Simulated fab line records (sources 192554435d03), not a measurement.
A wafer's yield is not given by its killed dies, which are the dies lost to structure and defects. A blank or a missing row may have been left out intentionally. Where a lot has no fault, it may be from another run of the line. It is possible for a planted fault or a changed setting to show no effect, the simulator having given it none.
Lot-split experiment + flow n5_finfet + 21 wafers read from 7 lots, route of 1938 steps

## SPLIT DETAILS
At N5_BEOL_M5_ETCH_68 (etches SOC in N2/H2, target depth 80 nm, overetch 16 nm, time 120 s), the setting time_s was moved away from the recipe's 120 s on 7 of the 21 wafers read, by -20.3% to +22.2%. This setting was run at the recipe's value on the other wafers.

The split's own step is where the reading is taken.

## THE READING
SiARC_of_BEOL_M5_COAT_66.thk_nm (the simulator's own value, which no gauge read), in nm, at N5_BEOL_M5_ETCH_68 (etches SOC in N2/H2, target depth 80 nm, overetch 16 nm, time 120 s). No usual value for it is given in the file. Here, 14 wafers ran the recipe; their average is 6.3 nm with a standard deviation of 0.1 nm.

| wafer  | tool, chamber at the split | time_s as run, s | against the recipe | SiARC_of_BEOL_M5_COAT_66.thk_nm, nm | against lot-mates on the recipe |
|--------|----------------------------|------------------|--------------------|-------------------------------------|---------------------------------|
| L075.3 | rie_diel-04, 2             | 120              | recipe             | 6.4                                 | -                               |
| L075.4 | rie_diel-04, 0             | 102.1            | -14.9%             | 7.4                                 | +1.1                            |
| L075.6 | rie_diel-04, 1             | 120              | recipe             | 6.2                                 | -                               |
| L081.2 | rie_diel-04, 2,0           | 146.6            | +22.2%             | 5.2                                 | no lot-mate on the recipe       |
| L081.3 | rie_diel-04, 2,0           | 146.6            | +22.2%             | 5.2                                 | no lot-mate on the recipe       |
| L081.4 | rie_diel-04, 1             | 146.6            | +22.2%             | 5                                   | no lot-mate on the recipe       |
| L083.2 | rie_diel-04, 0,3           | 120              | recipe             | 6.4                                 | -                               |
| L083.5 | rie_diel-04, 0,3           | 120              | recipe             | 6.4                                 | -                               |
| L083.3 | rie_diel-04, 1             | 120              | recipe             | 6.2                                 | -                               |
| L087.1 | rie_diel-03, 3             | 120              | recipe             | 6.2                                 | -                               |
| L087.2 | rie_diel-03, 0             | 120              | recipe             | 6.4                                 | -                               |
| L087.5 | rie_diel-03, 0             | 120              | recipe             | 6.4                                 | -                               |
| L089.2 | rie_diel-03, 3             | 95.65            | -20.3%             | 7.4                                 | +1.0                            |
| L089.3 | rie_diel-03, 2,0           | 120              | recipe             | 6.4                                 | -                               |
| L089.4 | rie_diel-03, 2,0           | 120              | recipe             | 6.4                                 | -                               |
| L091.3 | rie_diel-04, 1,2           | 111              | -7.5%              | 6.8                                 | +0.6                            |
| L091.6 | rie_diel-04, 1,2           | 111              | -7.5%              | 6.8                                 | +0.6                            |
| L091.5 | rie_diel-04, 1             | 120              | recipe             | 6.2                                 | -                               |
| L097.3 | rie_diel-01, 3,2,1         | 120              | recipe             | 6.2                                 | -                               |
| L097.4 | rie_diel-01, 3,2,1         | 120              | recipe             | 6.2                                 | -                               |
| L097.5 | rie_diel-01, 3,2,1         | 120              | recipe             | 6.2                                 | -                               |
If several chambers appear in one row, that row covers several wafers at once and the file leaves open which wafer was in which chamber.

THE FIT
A straight line over all 21 wafers: SiARC_of_BEOL_M5_COAT_66.thk_nm changes by -0.056 nm for each +1% of time_s; r = -0.98; the points scatter about the line by 0.11 nm.
The same after taking each lot's own level away (the mean of its wafers on the recipe; 18 wafers): -0.0602 nm for each +1%; r = -0.96; scatter 0.11 nm.
The reading moves by 1.3 nm for the largest change in time_s, on that fit.
Measured against the standard deviation above, the lots' own levels, which go from 6.20 to 6.40 nm, span 2.0 times it.
The two slopes agree, so the slope changes little with the lot-to-lot level.
Check: with one of the wafers moved furthest among these (-20.3%) left out of the fit, the line predicts +1.54 nm for it against its lot-mates. Against them it came out at +1 nm.

## THESE WAFERS: OTHER SPLITS
Note: prior to the reading, these wafers also went through further splits. Each is held against what the fit with the lots' levels taken away leaves over:
| other split on the same wafers   | wafers away from the commonest value | r with SiARC_of_BEOL_M5_COAT_66.thk_nm (lot level and that fit taken away) |
|----------------------------------|--------------------------------------|----------------------------------------------------------------------------|
| N5_BEOL_M4_DESCUM_33 time_s      | 9                                    | -0.49                                                                      |
| N5_BEOL_M4_TRENCH_ETCH_37 time_s | 4                                    | +0.29                                                                      |

## FILE'S OWN FIT
SiARC_of_BEOL_M5_COAT_66.thk_nm changes by -0.0597 nm for each +1% of time_s, r = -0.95.
